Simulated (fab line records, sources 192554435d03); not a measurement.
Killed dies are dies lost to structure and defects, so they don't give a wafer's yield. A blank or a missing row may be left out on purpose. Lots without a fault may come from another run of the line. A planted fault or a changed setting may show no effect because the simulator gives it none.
Split-lot experiment | flow n5_finfet | 7 lots, 39 wafers read, on a route of 1938 steps

THE SPLIT
At N5_DUMMY_GATE_EXPOSE_12 (exposes mask GATE, target cd 25 nm), the setting dose_mj was moved away from the recipe's 34 on 12 of the 39 wafers read, by -3.8% to +7.1%. The other wafers ran this setting at the recipe's value.

FROM THE SPLIT TO THE READING: what the file shows between them, 3 steps
- N5_DUMMY_GATE_ETCH_37: etches SOC in N2/H2, target depth 60 nm, overetch 30 nm (also split here: source_w)
- N5_DUMMY_GATE_STRIP_38: strips in N2/H2
- N5_DUMMY_GATE_STRIP_39: strips in N2/H2

THE READING
DUMMY_GATE.cd_nm (the simulator's own value, which no gauge read), in nm, at N5_DUMMY_GATE_TRIM_49 (chemistry O2, time 29 s, target cd 14 nm). The file gives no usual value for it. The 27 wafers here that ran the recipe average 14.1 nm, standard deviation 0.25 nm.

wafer  | tool, chamber at the split | dose_mj as run | against the recipe | DUMMY_GATE.cd_nm, nm | against lot-mates on the recipe
L078.1 | euv_scanner-01, 0          | 32.7           | -3.8%              | 15.8                 | +1.3
L078.3 | euv_scanner-01, 0          | 32.7           | -3.8%              | 15.8                 | +1.3
L078.2 | euv_scanner-01, 0          | 34             | recipe             | 14.8                 | -
L078.4 | euv_scanner-01, 0          | 32.7           | -3.8%              | 15.2                 | +0.7
L078.5 | euv_scanner-01, 0          | 34             | recipe             | 14.6                 | -
L078.6 | euv_scanner-01, 0          | 34             | recipe             | 14.2                 | -
L081.1 | euv_scanner-02, 0          | 34             | recipe             | 13.8                 | -
L081.2 | euv_scanner-02, 0          | 34             | recipe             | 14.2                 | -
L081.3 | euv_scanner-02, 0          | 33.08          | -2.7%              | 14.4                 | +0.4
L081.4 | euv_scanner-02, 0          | 33.08          | -2.7%              | 15.2                 | +1.2
L081.5 | euv_scanner-02, 0          | 34             | recipe             | 14                   | -
L081.6 | euv_scanner-02, 0          | 33.08          | -2.7%              | 14.8                 | +0.8
L087.1 | euv_scanner-02, 0          | 34             | recipe             | 13.8                 | -
L087.2 | euv_scanner-02, 0          | 34             | recipe             | 13.8                 | -
L087.4 | euv_scanner-02, 0          | 34             | recipe             | 14                   | -
L090.1 | euv_scanner-01, 0          | 34.78          | +2.3%              | 13.6                 | -0.2
L090.2 | euv_scanner-01, 0          | 34.78          | +2.3%              | 13.2                 | -0.6
L090.3 | euv_scanner-01, 0          | 34.78          | +2.3%              | 13.8                 | +0.0
L090.4 | euv_scanner-01, 0          | 34             | recipe             | 13.8                 | -
L090.5 | euv_scanner-01, 0          | 34             | recipe             | 13.8                 | -
L090.6 | euv_scanner-01, 0          | 34             | recipe             | 13.8                 | -
L094.1 | euv_scanner-02, 0          | 34             | recipe             | 14.2                 | -
L094.5 | euv_scanner-02, 0          | 34             | recipe             | 14.2                 | -
L094.2 | euv_scanner-02, 0          | 34             | recipe             | 14                   | -
L094.3 | euv_scanner-02, 0          | 34             | recipe             | 14                   | -
L094.6 | euv_scanner-02, 0          | 34             | recipe             | 14                   | -
L094.4 | euv_scanner-02, 0          | 34             | recipe             | 13.8                 | -
L095.1 | euv_scanner-02, 0          | 34             | recipe             | 14.4                 | -
L095.2 | euv_scanner-02, 0          | 36.4           | +7.1%              | 12.8                 | -1.3
L095.3 | euv_scanner-02, 0          | 36.4           | +7.1%              | 12.8                 | -1.3
L095.4 | euv_scanner-02, 0          | 34             | recipe             | 14                   | -
L095.6 | euv_scanner-02, 0          | 34             | recipe             | 14                   | -
L095.5 | euv_scanner-02, 0          | 36.4           | +7.1%              | 13                   | -1.1
L097.1 | euv_scanner-01, 0          | 34             | recipe             | 14                   | -
L097.2 | euv_scanner-01, 0          | 34             | recipe             | 14                   | -
L097.4 | euv_scanner-01, 0          | 34             | recipe             | 14                   | -
L097.5 | euv_scanner-01, 0          | 34             | recipe             | 14                   | -
L097.6 | euv_scanner-01, 0          | 34             | recipe             | 14                   | -
L097.3 | euv_scanner-01, 0          | 34             | recipe             | 14.4                 | -

THE FIT
A straight line over all 39 wafers: DUMMY_GATE.cd_nm changes by -0.231 nm for each +1% of dose_mj; r = -0.87; the points scatter about the line by 0.33 nm.
The same after taking each lot's own level away (the mean of its wafers on the recipe; 39 wafers): -0.208 nm for each +1%; r = -0.92; scatter 0.22 nm.
On that fit, the largest move of dose_mj shifts the reading by 1.5 nm.
The lots' own levels span 13.80 to 14.53 nm, that is 3.0 times the standard deviation above.
So the lot-to-lot level changes the slope: the two fits differ.
Check: with one of the wafers moved furthest among these (+7.1%) left out of the fit, the line predicts -1.41 nm for it against its lot-mates. It came out at -1.33 nm against them.

OTHER SPLITS ON THESE WAFERS
These wafers also went through other splits before the reading. Each is held against what the fit with the lots' levels taken away leaves over:
other split on the same wafers | wafers away from the commonest value | r with DUMMY_GATE.cd_nm (lot level and that fit taken away)
N5_FIN_SAQP_ETCH_52 source_w   | 18                                   | -0.17
N5_DUMMY_GATE_ETCH_37 source_w | 18                                   | -0.28

THE FILE'S OWN FIT
DUMMY_GATE.cd_nm changes by -0.205 nm for each +1% of dose_mj, r = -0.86.
